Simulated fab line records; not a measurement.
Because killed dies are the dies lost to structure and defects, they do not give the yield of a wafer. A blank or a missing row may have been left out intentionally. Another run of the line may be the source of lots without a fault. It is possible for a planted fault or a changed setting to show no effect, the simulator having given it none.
fab line records	flow n5_finfet
record lots=24	wafers=72	last_day=20
route steps=1938 shown BEOL_M14@1760 BEOL_M15@1787
lots that met no fault: from a run of the same line without faults
start_h: hours from the record's opening day to when the first of the lot's shown wafers began	wait_h: hours since the lot's step before	" as in the row above	L1.1+2: one row covering several wafers at once	- value missing, or start not given	* or withheld: withheld	< > ~ a bound
route shown NAME@n: NAME is a module with steps in the file, n the number in the route of the first one	usual: mean and standard deviation over wafers with no fault	same: alike in all rows	chamber/n: place in a boat	sites: the reading at each site	_std_site: standard deviation across them	_edge_site: mean of outer sites minus mean of inner sites	radius_mm: for every site, how far away it sits from the centre of the wafer	mask NAME#n: copy n	behind: the tool/chamber that last shaped the wafer	hold: reason for holding the lot/hours on hold/outcome of the hold	device: whichever transistor did not switch (one of n, p or np)	end of line: the tests these same wafers got at the end of their route	a step given without rows: its recipe and nothing more	killed: the dies lost at the first sort to structure and to defects; this is not the yield of the wafer	map: a wafer's dies, x killed, . not, _ none there
set.NAME: the setting the step ran with; set.NAME@STEP: the setting that earlier step ran with	model.NAME: the simulator's own value behind a step, which no gauge read
steps of the route over a sample of lots; a table a step, a row a wafer
services: when a tool's chamber went out of use (start_h, in hours from the record's first day, below 0 if earlier), for how many hours, and the reason
## steps
# step N5_BEOL_M14_DEGAS_41
# recipe ambient=vacuum	temp_c=300	time_s=60
# usual heater_power_w=438/50
lot.wafer	tool	chamber	start_h	wait_h	heater_power_w
L075.1	pvd_sputter-03	-	284.12	0.3	393
L075.5	"	-	"	"	381
L075.6	"	-	"	"	438
L074.2	pvd_sputter-01	-	284.21	0.2	421
L074.3	"	-	"	"	425
L074.5	"	-	"	"	431
L077.4	pvd_sputter-03	-	307.89	0.4	350
L077.5	"	-	"	"	387
L077.6	"	-	"	"	567
L078.1	pvd_sputter-01	-	308.12	0.3	402
L078.2	"	-	"	"	481
L078.6	"	-	"	"	417
L079.3	pvd_sputter-01	-	311.36	0.7	403
L079.5	"	-	"	"	415
L079.6	"	-	"	"	407
L076.2	pvd_sputter-02	-	316.28	0.4	394
L076.3	"	-	"	"	443
L076.5	"	-	"	"	422
L082.2	pvd_sputter-01	-	316.56	0.4	502
L082.4	"	-	"	"	421
L082.5	"	-	"	"	499
L081.2	pvd_sputter-01	-	317.44	0.1	495
L081.5	"	-	"	"	434
L081.6	"	-	"	"	431
L080.3	pvd_sputter-01	-	325.02	0.9	418
L080.4	"	-	"	"	420
L080.6	"	-	"	"	439
L083.2	pvd_sputter-01	-	340.77	0.5	422
L083.5	"	-	"	"	401
L083.6	"	-	"	"	495
L084.1	pvd_sputter-02	-	347.04	0.6	429
L084.3	"	-	"	"	401
L084.4	"	-	"	"	451
L085.1	pvd_sputter-01	-	363.35	0.3	440
L085.2	"	-	"	"	442
L085.5	"	-	"	"	452
L086.2	pvd_sputter-03	-	369.40	0.4	387
L086.4	"	-	"	"	554
L086.6	"	-	"	"	563
L087.2	pvd_sputter-03	-	372.50	0.1	574
L087.5	"	-	"	"	431
L087.6	"	-	"	"	344
L088.1	pvd_sputter-02	-	394.68	0.4	489
L088.2	"	-	"	"	441
L088.4	"	-	"	"	443
L089.1	pvd_sputter-02	-	398.83	0.2	396
L089.2	"	-	"	"	439
L089.6	"	-	"	"	429
L094.2	pvd_sputter-01	-	416.83	0.3	442
L094.3	"	-	"	"	416
L094.5	"	-	"	"	423
L090.2	pvd_sputter-02	-	423.23	0.4	439
L090.4	"	-	"	"	421
L090.6	"	-	"	"	434
L091.2	pvd_sputter-03	-	431.63	0.2	391
L091.4	"	-	"	"	442
L091.6	"	-	"	"	564
L093.1	pvd_sputter-01	-	431.89	0.3	430
L093.2	"	-	"	"	422
L093.5	"	-	"	"	494
L092.3	pvd_sputter-02	-	437.32	2.4	405
L092.4	"	-	"	"	437
L092.5	"	-	"	"	449
L097.1	pvd_sputter-01	-	445.00	0.3	415
L097.4	"	-	"	"	434
L097.6	"	-	"	"	403
L095.1	pvd_sputter-02	-	445.35	0.3	422
L095.4	"	-	"	"	408
L095.5	"	-	"	"	483
L096.1	pvd_sputter-02	-	455.77	0.3	451
L096.4	"	-	"	"	395
L096.6	"	-	"	"	392
# step N5_BEOL_M14_CMP_49
# recipe stop_on=SiO2	t_overpolish_s=5.2	down_force_psi=2	platen_rpm=80	clearing_platen_down_force_psi=2	clearing_platen_rpm=80	post_cmp_clean=cu_alkaline	target_thk_nm=560	clearing_platen_pad_velocity_m_s=1.5917	pad_velocity_m_s=1.5917
# usual barrier_field_endpoint_s=11.26/0.23	motor_current_A=8.1/0.58	overpolish_run_s=5.201/0.0095	retaining_ring_pressure_frac=1.000/0.0048	time_to_endpoint_s=120/3.4
lot.wafer	tool	chamber	start_h	wait_h	barrier_field_endpoint_s	motor_current_A	overpolish_run_s	retaining_ring_pressure_frac	time_to_endpoint_s
L075.1	cmp-01	2	285.26	0.3	11.39	8.2	5.208	0.997	120
L075.5	"	0	"	"	11.23	8.5	5.202	1.003	119
L075.6	"	1	"	"	11.06	8.4	5.194	1.004	120
L074.2	cmp-01	3	285.53	0.3	11.06	7.8	5.208	1.004	114
L074.3	"	0	"	"	11.09	8.0	5.207	1.008	116
L074.5	"	2	"	"	11.10	7.9	5.190	1.003	120
L077.4	cmp-04	2	309.39	0.7	11.26	8.5	5.215	0.997	115
L077.5	"	1	"	"	11.23	8.1	5.202	1.000	110
L077.6	"	2	"	"	11.01	8.6	5.196	0.998	115
L078.2	cmp-04	1	309.58	0.8	11.34	8.2	5.193	1.005	118
L078.1	"	2	"	"	11.31	8.7	5.196	1.000	120
L078.6	"	1	"	"	11.10	7.8	5.205	1.007	118
L079.3	cmp-04	3	312.24	0.2	11.40	9.7	5.211	1.001	122
L079.5	"	2	"	"	11.14	8.9	5.202	0.990	119
L079.6	"	3	"	"	11.22	9.0	5.204	0.996	123
L076.2	cmp-01	2	317.20	0.2	11.29	8.1	5.206	1.009	120
L076.3	"	1	"	"	11.23	7.8	5.193	0.999	118
L076.5	"	2	"	"	11.54	8.1	5.189	1.001	123
L082.2	cmp-03	1	317.56	0.3	11.51	8.0	5.191	1.012	124
L082.4	"	2	"	"	11.36	7.0	5.209	0.999	124
L082.5	"	0	"	"	11.22	9.0	5.200	0.998	120
L081.2	cmp-04	0	318.84	0.3	11.10	7.8	5.203	1.003	116
L081.5	"	1	"	"	10.89	8.1	5.204	0.997	116
L081.6	"	2	"	"	11.16	8.6	5.205	0.995	118
L080.3	cmp-03	2	325.86	0.2	11.71	7.3	5.205	1.014	126
L080.4	"	0	"	"	12.07	9.2	5.213	1.004	129
L080.6	"	3	"	"	11.37	7.4	5.189	0.998	120
L083.2	cmp-01	2	342.04	0.2	11.37	7.8	5.202	0.998	123
L083.6	"	1	"	"	11.25	7.9	5.225	1.002	119
L083.5	"	2	"	"	11.44	7.8	5.200	1.002	122
L084.4	cmp-03	3	348.55	0.5	11.55	7.2	5.206	0.999	123
L084.3	"	0	"	"	11.74	9.3	5.209	0.995	126
L084.1	"	2	"	"	11.41	7.3	5.201	0.998	124
L085.1	cmp-04	3	364.68	0.3	11.07	9.0	5.192	1.002	118
L085.2	"	0	"	"	11.18	8.1	5.175	0.999	122
L085.5	"	3	"	"	10.96	9.1	5.206	1.003	117
L086.2	cmp-01	2	371.53	0.2	11.40	7.7	5.191	1.002	121
L086.4	"	0	"	"	11.52	8.3	5.195	0.992	125
L086.6	"	2	"	"	11.42	7.8	5.221	1.006	122
L087.2	cmp-01	2	375.15	0.3	11.41	8.0	5.212	0.990	120
L087.6	"	3	"	"	11.09	7.5	5.203	0.994	118
L087.5	"	0	"	"	10.97	8.2	5.190	1.003	115
L088.1	cmp-04	2	395.52	0.3	11.43	8.5	5.190	1.010	122
L088.4	"	3	"	"	11.19	8.9	5.178	0.997	121
L088.2	"	0	"	"	11.36	7.7	5.196	1.002	124
L089.1	cmp-03	2	399.73	0.3	11.15	7.2	5.201	1.010	118
L089.2	"	0	"	"	11.41	9.1	5.199	1.000	117
L089.6	"	2	"	"	11.10	7.7	5.203	1.000	116
L094.3	cmp-01	1	417.73	0.2	11.33	8.0	5.197	1.001	118
L094.2	"	3	"	"	11.28	8.2	5.194	0.987	120
L094.5	"	1	"	"	11.32	8.1	5.204	0.999	119
L090.2	cmp-01	1	424.16	0.2	11.66	7.9	5.203	0.997	123
L090.4	"	3	"	"	11.51	7.6	5.213	1.007	119
L090.6	"	1	"	"	11.58	8.2	5.209	0.991	122
L091.2	cmp-04	2	432.49	0.2	11.51	8.7	5.212	0.997	120
L091.4	"	0	"	"	11.45	8.3	5.195	1.006	119
L091.6	"	3	"	"	11.05	9.0	5.199	0.996	115
L093.1	cmp-03	2	432.78	0.3	10.92	7.4	5.203	0.999	115
L093.2	"	0	"	"	10.92	9.0	5.203	0.998	114
L093.5	"	1	"	"	10.71	7.8	5.199	1.003	114
L092.4	cmp-01	3	438.50	0.2	11.25	7.9	5.200	1.003	121
L092.3	"	1	"	"	11.70	8.0	5.199	1.005	128
L092.5	"	2	"	"	11.57	8.1	5.180	1.002	124
L097.1	cmp-03	2	446.04	0.3	11.03	7.3	5.202	1.001	116
L097.4	"	0	"	"	10.98	8.5	5.201	0.996	114
L097.6	"	3	"	"	10.98	7.2	5.202	1.003	115
L095.1	cmp-01	3	446.31	0.3	11.12	7.7	5.208	0.993	119
L095.4	"	2	"	"	11.40	8.0	5.211	0.996	124
L095.5	"	0	"	"	11.41	8.4	5.202	1.001	120
L096.1	cmp-03	0	456.66	0.3	11.20	9.0	5.208	0.998	120
L096.4	"	1	"	"	11.11	7.9	5.189	0.995	121
L096.6	"	0	"	"	11.08	8.8	5.209	0.991	121
# step N5_BEOL_M14_INSPECT_55
# recipe inspect_instrument=darkfield	mode=post_dep
# usual raw_defect_count=75/26
lot.wafer	tool	chamber	start_h	wait_h	raw_defect_count
L075.1	defect_inspect-02	-	285.63	0.0	138
L075.5	"	-	"	"	75
L075.6	"	-	"	"	136
L074.2	defect_inspect-01	-	285.94	0.0	100
L074.3	"	-	"	"	59
L074.5	"	-	"	"	62
L077.4	defect_inspect-02	-	309.80	0.0	72
L077.5	"	-	"	"	95
L077.6	"	-	"	"	66
L078.1	defect_inspect-01	-	310.03	0.0	12
L078.2	"	-	"	"	41
L078.6	"	-	"	"	48
L079.3	defect_inspect-01	-	312.65	0.0	71
L079.5	"	-	"	"	101
L079.6	"	-	"	"	62
L076.2	defect_inspect-02	-	317.65	0.0	84
L076.3	"	-	"	"	125
L076.5	"	-	"	"	143
L082.2	defect_inspect-02	-	317.93	0.0	110
L082.4	"	-	"	"	71
L082.5	"	-	"	"	60
L081.2	defect_inspect-02	-	319.18	0.0	63
L081.5	"	-	"	"	73
L081.6	"	-	"	"	51
L080.3	defect_inspect-02	-	326.32	0.0	38
L080.4	"	-	"	"	77
L080.6	"	-	"	"	42
L083.2	defect_inspect-01	-	342.45	0.0	84
L083.5	"	-	"	"	65
L083.6	"	-	"	"	59
L084.1	defect_inspect-02	-	349.00	0.0	144
L084.3	"	-	"	"	74
L084.4	"	-	"	"	80
L085.1	defect_inspect-02	-	365.12	0.0	71
L085.2	"	-	"	"	69
L085.5	"	-	"	"	58
L086.2	defect_inspect-02	-	371.94	0.0	59
L086.4	"	-	"	"	30
L086.6	"	-	"	"	67
L087.2	defect_inspect-02	-	375.51	0.0	64
L087.5	"	-	"	"	98
L087.6	"	-	"	"	47
L088.1	defect_inspect-01	-	395.97	0.0	115
L088.2	"	-	"	"	104
L088.4	"	-	"	"	81
L089.1	defect_inspect-01	-	400.14	0.0	76
L089.2	"	-	"	"	88
L089.6	"	-	"	"	70
L094.2	defect_inspect-02	-	418.14	0.0	52
L094.3	"	-	"	"	67
L094.5	"	-	"	"	44
L090.2	defect_inspect-02	-	424.61	0.0	54
L090.4	"	-	"	"	45
L090.6	"	-	"	"	50
L091.2	defect_inspect-02	-	432.94	0.0	121
L091.4	"	-	"	"	75
L091.6	"	-	"	"	55
L093.1	defect_inspect-02	-	433.19	0.0	90
L093.2	"	-	"	"	72
L093.5	"	-	"	"	65
L092.3	defect_inspect-02	-	438.91	0.0	62
L092.4	"	-	"	"	71
L092.5	"	-	"	"	74
L097.1	defect_inspect-01	-	446.49	0.0	108
L097.4	"	-	"	"	78
L097.6	"	-	"	"	64
L095.1	defect_inspect-02	-	446.76	0.0	53
L095.4	"	-	"	"	84
L095.5	"	-	"	"	67
L096.1	defect_inspect-01	-	457.11	0.0	66
L096.4	"	-	"	"	42
L096.6	"	-	"	"	60
# step N5_BEOL_M15_ETCH_59
# recipe chemistry=N2/H2	target=BARC	target_depth_a=890	overetch_a=267	time_s=67.9	ion_energy_ev=200	pressure_mtorr=30	source_w=840	bias_w=150	n2_flow_sccm=200	h2_flow_sccm=200
# usual bias_w=150.0/0.47	drypump_motor_current_A=5.5/0.46	oes_product_au=0.68/0.078	rf_vpp_V=525.5/1.8	showerhead_plenum_p_Torr=2.61/0.069	throttle_valve_pct=17.87/0.24
lot.wafer	tool	chamber	start_h	wait_h	bias_w	drypump_motor_current_A	oes_product_au	rf_hours_counter_h	rf_vpp_V	showerhead_plenum_p_Torr	throttle_valve_pct
L075.1	rie_diel-04	3	286.87	0.0	150.9	5.7	0.63	174	522.5	2.53	17.81
L075.5	"	2	"	"	149.6	5.5	0.60	-	522.5	2.51	18.05
L075.6	"	1	"	"	150.5	6.1	0.81	-	529.2	2.72	17.56
L074.2	rie_diel-04	2	287.34	0.0	150.1	5.5	0.60	228	523.7	2.51	18.03
L074.3	"	1	"	"	149.1	6.1	0.81	7	527.9	2.71	17.57
L074.5	"	1	"	"	149.4	6.1	0.80	-	528.4	2.71	17.56
L077.4	rie_diel-02	0	310.72	0.0	150.1	5.0	0.58	-	525.3	2.62	18.11
L077.5	"	1	"	"	150.2	5.1	0.62	-	525.3	2.64	17.76
L077.6	"	3	"	"	150.5	5.5	0.67	-	529.0	2.67	17.66
L078.1	rie_diel-04	3	311.06	0.0	150.5	5.7	0.62	180	523.8	2.52	17.82
L078.2	"	1	"	"	150.1	6.1	0.79	14	529.6	2.71	17.57
L078.6	"	2	"	"	149.8	5.5	0.59	-	523.4	2.50	18.05
L079.3	rie_diel-04	1	313.71	0.0	149.8	6.1	0.79	15	529.5	2.71	17.58
L079.5	"	1	"	"	150.5	6.1	0.79	-	528.4	2.71	17.57
L079.6	"	2	"	"	150.2	5.5	0.60	-	522.1	2.50	18.05
L076.2	rie_diel-02	3	318.49	0.0	149.8	5.5	0.66	119	527.1	2.67	17.66
L076.3	"	1	"	"	149.9	5.0	0.62	194	526.8	2.63	17.76
L076.5	"	1	"	"	149.9	5.0	0.61	-	526.8	2.63	17.79
L082.2	rie_diel-04	2	318.77	0.0	149.9	5.5	0.59	238	523.1	2.50	18.05
L082.4	"	3	"	"	149.4	5.6	0.62	182	523.7	2.52	17.82
L082.5	"	1	"	"	149.4	6.1	0.78	-	527.4	2.71	17.58
L081.2	rie_diel-04	1	320.02	0.0	150.1	6.1	0.78	18	527.9	2.71	17.57
L081.5	"	3	"	"	149.7	5.6	0.62	-	523.1	2.52	17.81
L081.6	"	0	"	"	149.9	6.1	0.77	-	525.3	2.59	17.87
L080.3	rie_diel-04	0	327.16	0.0	149.5	6.1	0.76	36	524.0	2.59	17.89
L080.4	"	3	"	"	150.4	5.7	0.62	185	524.5	2.52	17.84
L080.6	"	0	"	"	150.2	6.1	0.76	-	525.7	2.59	17.89
L083.2	rie_diel-04	1	343.41	0.0	149.6	6.1	0.76	24	526.8	2.71	17.58
L083.5	"	1	"	"	149.5	6.1	0.78	-	527.2	2.71	17.59
L083.6	"	2	"	"	149.9	5.5	0.59	-	523.6	2.50	18.08
L084.1	rie_diel-01	0	349.71	0.0	150.2	5.5	0.61	196	525.3	2.63	17.79
L084.3	"	1	"	"	149.7	5.8	0.78	24	525.6	2.60	17.91
L084.4	"	2	"	"	150.6	5.0	0.61	-	523.0	2.52	18.06
L085.1	rie_diel-04	0	366.07	0.0	150.3	6.1	0.75	45	526.1	2.59	17.93
L085.2	"	3	"	"	149.7	5.6	0.61	194	524.0	2.52	17.81
L085.5	"	0	"	"	149.6	6.1	0.75	-	524.2	2.59	17.90
L086.2	rie_diel-01	2	373.02	0.0	150.5	5.0	0.61	210	522.7	2.52	18.07
L086.4	"	3	"	"	150.4	4.6	0.61	218	526.7	2.62	17.78
L086.6	"	3	"	"	149.7	4.6	0.61	-	526.7	2.62	17.79
L087.2	rie_diel-02	1	376.35	0.0	150.9	5.1	0.61	210	528.2	2.63	17.79
L087.5	"	2	"	"	149.3	4.8	0.68	-	526.0	2.66	18.46
L087.6	"	1	"	"	150.7	5.1	0.61	-	526.1	2.63	17.80
L088.1	rie_diel-02	1	396.94	0.0	149.8	5.1	0.61	216	525.2	2.62	17.80
L088.2	"	2	"	"	150.8	4.8	0.66	130	527.3	2.66	18.48
L088.4	"	0	"	"	150.2	5.1	0.81	4	525.4	2.61	17.68
L089.1	rie_diel-02	3	400.98	0.0	149.6	5.5	0.65	140	526.5	2.66	17.69
L089.2	"	1	"	"	150.6	5.1	0.61	218	525.9	2.62	17.80
L089.6	"	2	"	"	149.5	4.8	0.66	-	527.2	2.66	18.49
L094.2	rie_diel-01	2	418.85	0.0	150.2	5.0	0.61	221	523.4	2.51	18.08
L094.3	"	0	"	"	150.7	5.5	0.60	215	525.2	2.62	17.83
L094.5	"	2	"	"	149.9	5.0	0.61	-	524.5	2.51	18.07
L090.2	rie_diel-04	1	425.32	0.0	149.5	6.1	0.73	50	527.3	2.70	17.64
L090.4	"	2	"	"	149.7	5.5	0.80	10	523.9	2.49	17.68
L090.6	"	2	"	"	150.3	5.5	0.79	-	523.3	2.49	17.68
L091.2	rie_diel-02	0	433.78	0.0	150.4	5.1	0.77	16	525.5	2.61	17.71
L091.4	"	2	"	"	149.1	4.8	0.66	141	526.6	2.66	18.51
L091.6	"	0	"	"	149.4	5.1	0.77	-	525.8	2.61	17.71
L093.1	rie_diel-04	1	433.91	0.0	149.8	6.1	0.72	52	528.4	2.69	17.64
L093.2	"	2	"	"	150.0	5.5	0.79	13	522.8	2.49	17.69
L093.5	"	1	"	"	149.5	6.1	0.73	-	528.3	2.70	17.64
L092.3	rie_diel-04	3	439.85	0.0	150.9	5.6	0.61	218	523.4	2.51	17.88
L092.4	"	0	"	"	149.8	6.1	0.72	70	524.0	2.58	17.93
L092.5	"	1	"	"	149.6	6.1	0.73	-	528.7	2.69	17.66
L097.1	rie_diel-02	1	447.33	0.0	150.3	5.0	0.59	231	526.3	2.62	17.84
L097.4	"	0	"	"	150.0	5.1	0.77	20	525.3	2.60	17.71
L097.6	"	1	"	"	150.9	5.1	0.60	-	525.3	2.62	17.84
L095.1	rie_diel-01	1	447.47	0.0	148.9	5.8	0.73	51	525.1	2.59	17.97
L095.4	"	2	"	"	150.4	5.0	0.60	230	523.5	2.51	18.11
L095.5	"	0	"	"	149.6	5.5	0.60	-	525.7	2.62	17.85
L096.1	rie_diel-02	2	457.95	0.0	150.4	4.9	0.65	149	527.0	2.65	18.52
L096.4	"	3	"	"	150.4	5.5	0.64	158	526.2	2.65	17.70
L096.6	"	2	"	"	150.2	4.8	0.65	-	526.6	2.65	18.52
# step N5_BEOL_M15_ETCH_61
# recipe chemistry=N2/H2	target=BARC	target_depth_a=890	overetch_a=267	time_s=67.9	ion_energy_ev=200	pressure_mtorr=30	source_w=840	bias_w=150	n2_flow_sccm=200	h2_flow_sccm=200
# usual bias_w=149.9/0.43	drypump_motor_current_A=5.4/0.44	oes_product_au=0.67/0.075	rf_vpp_V=525.5/2	showerhead_plenum_p_Torr=2.61/0.064	throttle_valve_pct=17.88/0.23
lot.wafer	tool	chamber	start_h	wait_h	bias_w	drypump_motor_current_A	oes_product_au	rf_hours_counter_h	rf_vpp_V	showerhead_plenum_p_Torr	throttle_valve_pct
L075.1	rie_diel-01	1	288.49	0.0	149.8	5.8	0.80	5	525.3	2.61	17.91
L075.5	"	1	"	"	150.0	5.8	0.81	-	525.3	2.61	17.91
L075.6	"	0	"	"	149.5	5.5	0.63	-	527.0	2.64	17.77
L074.2	rie_diel-04	2	288.81	0.0	150.2	5.5	0.60	229	523.3	2.51	18.04
L074.3	"	0	"	"	150.1	6.1	0.78	25	525.1	2.60	17.85
L074.5	"	3	"	"	149.8	5.6	0.63	-	521.1	2.53	17.79
L077.4	rie_diel-01	1	312.16	0.0	149.6	5.8	0.79	11	525.4	2.60	17.91
L077.5	"	0	"	"	149.4	5.5	0.63	-	524.4	2.64	17.76
L077.6	"	1	"	"	150.4	5.8	0.79	-	525.7	2.60	17.92
L078.1	rie_diel-04	1	312.68	0.0	150.3	6.1	0.78	15	527.7	2.71	17.58
L078.2	"	3	"	"	150.5	5.7	0.62	180	522.2	2.52	17.83
L078.6	"	1	"	"	149.7	6.1	0.79	-	526.9	2.71	17.58
L079.3	rie_diel-01	1	315.29	0.0	150.4	5.8	0.79	13	526.5	2.60	17.92
L079.5	"	3	"	"	149.4	4.6	0.61	-	525.3	2.63	17.77
L079.6	"	0	"	"	150.6	5.5	0.62	-	527.0	2.64	17.78
L076.2	rie_diel-02	0	319.96	0.0	149.8	5.1	0.57	241	526.4	2.62	18.11
L076.3	"	3	"	"	150.0	5.5	0.67	119	528.2	2.67	17.65
L076.5	"	0	"	"	150.1	5.1	0.58	-	525.3	2.62	18.12
L082.2	rie_diel-04	2	320.43	0.0	149.5	5.5	0.59	238	522.4	2.50	18.06
L082.4	"	1	"	"	150.4	6.1	0.78	18	530.0	2.71	17.57
L082.5	"	3	"	"	150.5	5.7	0.62	-	523.3	2.52	17.83
L081.2	rie_diel-02	3	321.61	0.0	149.5	5.5	0.66	120	527.8	2.67	17.66
L081.5	"	2	"	"	150.1	4.8	0.69	-	526.1	2.67	18.45
L081.6	"	3	"	"	150.4	5.5	0.67	-	526.3	2.67	17.65
L080.3	rie_diel-02	3	328.86	0.0	150.1	5.5	0.66	122	527.1	2.67	17.68
L080.4	"	2	"	"	149.9	4.8	0.68	111	527.2	2.67	18.43
L080.6	"	3	"	"	150.6	5.5	0.66	-	527.5	2.67	17.66
L083.2	rie_diel-04	3	344.92	0.0	149.3	5.6	0.62	190	523.3	2.52	17.83
L083.5	"	2	"	"	150.2	5.5	0.59	-	521.3	2.50	18.06
L083.6	"	1	"	"	149.6	6.1	0.76	-	528.5	2.71	17.58
L084.1	rie_diel-04	3	351.53	0.0	149.8	5.7	0.62	192	523.2	2.52	17.83
L084.3	"	2	"	"	150.5	5.5	0.59	246	522.5	2.50	18.07
L084.4	"	0	"	"	149.5	6.1	0.76	43	525.1	2.59	17.89
L085.1	rie_diel-02	1	367.62	0.0	149.9	5.1	0.61	207	525.5	2.63	17.79
L085.2	"	2	"	"	150.1	4.9	0.68	122	527.2	2.67	18.45
L085.5	"	3	"	"	150.0	5.5	0.66	-	527.3	2.66	17.68
L086.2	rie_diel-04	3	374.66	0.0	149.8	5.6	0.61	197	522.9	2.52	17.84
L086.4	"	3	"	"	150.1	5.6	0.62	-	523.0	2.52	17.84
L086.6	"	1	"	"	149.9	6.1	0.76	-	528.3	2.70	17.60
L087.2	rie_diel-01	3	377.81	0.0	149.0	4.7	0.61	220	524.9	2.62	17.79
L087.5	"	0	"	"	149.9	5.4	0.61	-	526.3	2.63	17.81
L087.6	"	1	"	"	149.3	5.7	0.76	-	525.5	2.59	17.95
L088.1	rie_diel-02	0	398.56	0.0	149.6	5.0	0.81	5	526.5	2.61	17.70
L088.2	"	2	"	"	149.9	4.8	0.67	131	525.9	2.66	18.48
L088.4	"	3	"	"	149.7	5.5	0.65	140	526.1	2.66	17.69
L089.1	rie_diel-02	1	402.49	0.0	149.4	5.1	0.60	218	526.5	2.62	17.81
L089.2	"	2	"	"	150.4	4.8	0.67	132	526.0	2.66	18.49
L089.6	"	1	"	"	149.8	5.0	0.61	-	525.3	2.62	17.80
L094.2	rie_diel-02	1	421.02	0.0	149.9	5.1	0.60	224	525.2	2.62	17.81
L094.3	"	3	"	"	150.8	5.5	0.65	147	526.8	2.66	17.70
L094.5	"	3	"	"	149.8	5.5	0.64	-	527.1	2.66	17.71
L090.2	rie_diel-02	0	427.23	0.0	149.4	5.1	0.78	15	525.7	2.61	17.70
L090.4	"	1	"	"	149.8	5.0	0.60	226	526.5	2.62	17.83
L090.6	"	0	"	"	150.0	5.0	0.78	-	525.7	2.61	17.70
L091.2	rie_diel-04	3	435.37	0.0	149.8	5.7	0.61	217	523.0	2.51	17.87
L091.4	"	0	"	"	149.6	6.1	0.73	69	524.4	2.58	17.94
L091.6	"	1	"	"	150.9	6.1	0.73	-	527.8	2.69	17.64
L093.1	rie_diel-02	1	435.60	0.0	150.0	5.0	0.59	228	526.9	2.62	17.83
L093.2	"	2	"	"	150.1	4.8	0.66	141	527.1	2.66	18.51
L093.5	"	0	"	"	149.4	5.1	0.78	-	527.2	2.61	17.71
L092.3	rie_diel-01	0	441.40	0.0	149.8	5.4	0.60	224	526.0	2.62	17.85
L092.4	"	2	"	"	150.1	5.0	0.60	228	522.9	2.51	18.11
L092.5	"	2	"	"	150.6	5.0	0.61	-	522.9	2.51	18.11
L097.1	rie_diel-04	0	448.96	0.0	150.2	6.1	0.72	73	523.9	2.58	17.94
L097.4	"	3	"	"	149.9	5.7	0.60	222	524.0	2.51	17.88
L097.6	"	2	"	"	150.2	5.5	0.77	-	522.9	2.49	17.70
L095.1	rie_diel-04	0	449.20	0.0	149.6	6.1	0.72	73	524.7	2.58	17.96
L095.4	"	2	"	"	150.1	5.5	0.78	18	522.7	2.49	17.69
L095.5	"	1	"	"	149.7	6.1	0.72	-	526.9	2.69	17.64
L096.1	rie_diel-01	2	459.80	0.0	150.1	5.0	0.60	233	521.9	2.51	18.12
L096.4	"	1	"	"	150.3	5.7	0.73	55	523.4	2.59	17.98
L096.6	"	1	"	"	150.6	5.8	0.73	-	524.7	2.59	17.99
# step N5_BEOL_M15_DEGAS_41
# recipe ambient=vacuum	temp_c=300	time_s=60
# usual heater_power_w=440/54
lot.wafer	tool	chamber	start_h	wait_h	heater_power_w
L075.1	pvd_sputter-01	-	296.60	0.7	503
L075.5	"	-	"	"	445
L075.6	"	-	"	"	494
L074.2	pvd_sputter-02	-	297.39	0.3	393
L074.3	"	-	"	"	424
L074.5	"	-	"	"	441
L077.4	pvd_sputter-02	-	315.74	0.5	487
L077.5	"	-	"	"	403
L077.6	"	-	"	"	445
L078.1	pvd_sputter-02	-	316.60	0.2	426
L078.2	"	-	"	"	442
L078.6	"	-	"	"	438
L079.3	pvd_sputter-02	-	316.96	0.3	424
L079.5	"	-	"	"	421
L079.6	"	-	"	"	488
L082.2	pvd_sputter-02	-	323.62	0.9	439
L082.4	"	-	"	"	425
L082.5	"	-	"	"	449
L076.2	pvd_sputter-01	-	324.66	0.6	420
L076.3	"	-	"	"	425
L076.5	"	-	"	"	416
L081.2	pvd_sputter-03	-	326.11	0.4	564
L081.5	"	-	"	"	383
L081.6	"	-	"	"	581
L080.3	pvd_sputter-03	-	330.77	0.3	395
L080.4	"	-	"	"	573
L080.6	"	-	"	"	393
L083.2	pvd_sputter-02	-	347.60	0.5	432
L083.5	"	-	"	"	388
L083.6	"	-	"	"	439
L084.1	pvd_sputter-03	-	352.78	0.2	347
L084.3	"	-	"	"	441
L084.4	"	-	"	"	567
L085.1	pvd_sputter-01	-	369.91	0.5	401
L085.2	"	-	"	"	487
L085.5	"	-	"	"	437
L086.2	pvd_sputter-03	-	376.14	0.2	573
L086.4	"	-	"	"	390
L086.6	"	-	"	"	392
L087.2	pvd_sputter-01	-	379.09	0.7	416
L087.5	"	-	"	"	402
L087.6	"	-	"	"	419
L088.1	pvd_sputter-01	-	399.22	0.0	444
L088.2	"	-	"	"	491
L088.4	"	-	"	"	409
L089.1	pvd_sputter-02	-	404.16	0.1	457
L089.2	"	-	"	"	415
L089.6	"	-	"	"	489
L094.2	pvd_sputter-02	-	424.07	1.2	392
L094.3	"	-	"	"	437
L094.5	"	-	"	"	437
L090.2	pvd_sputter-03	-	431.95	0.4	390
L090.4	"	-	"	"	443
L090.6	"	-	"	"	440
L091.2	pvd_sputter-01	-	439.62	0.3	428
L091.4	"	-	"	"	485
L091.6	"	-	"	"	432
L093.1	pvd_sputter-03	-	439.67	0.1	356
L093.2	"	-	"	"	592
L093.5	"	-	"	"	449
L092.3	pvd_sputter-03	-	444.87	0.3	395
L092.4	"	-	"	"	352
L092.5	"	-	"	"	575
L097.1	pvd_sputter-02	-	450.02	0.4	419
L097.4	"	-	"	"	393
L097.6	"	-	"	"	391
L095.1	pvd_sputter-03	-	450.11	0.1	574
L095.4	"	-	"	"	393
L095.5	"	-	"	"	394
L096.1	pvd_sputter-02	-	462.80	0.3	415
L096.4	"	-	"	"	488
L096.6	"	-	"	"	448
## services
tool	chamber	start_h	hours	kind
cmp-04	-	264.61	6.3	pm
cmp-04	-	273.00	2.2	repair
cmp-01	-	275.16	0.4	repair
rie_diel-01	1	291.76	3.0	repair
rie_diel-02	2	294.86	20.4	repair
cmp-04	-	300.11	4.0	pm
cmp-01	-	304.45	6.7	pm
cmp-01	-	312.79	1.2	repair
cmp-03	-	341.70	0.9	repair
rie_diel-01	3	342.61	28.4	repair
rie_diel-01	-	343.93	0.2	repair
cmp-01	-	345.68	4.3	repair
cmp-03	-	346.40	1.2	repair
rie_diel-02	3	351.99	7.2	repair
rie_diel-04	2	369.75	-	clean
cmp-01	-	392.09	4.0	pm
rie_diel-04	2	404.85	1.6	repair
rie_diel-02	2	407.57	1.4	repair
cmp-04	-	408.34	1.2	repair
rie_diel-01	-	413.97	2.1	repair
cmp-01	-	432.57	1.0	repair
cmp-04	-	433.52	0.9	repair
rie_diel-04	-	436.28	2.6	repair
pvd_sputter-02	-	446.64	2.0	repair
## key
fault none
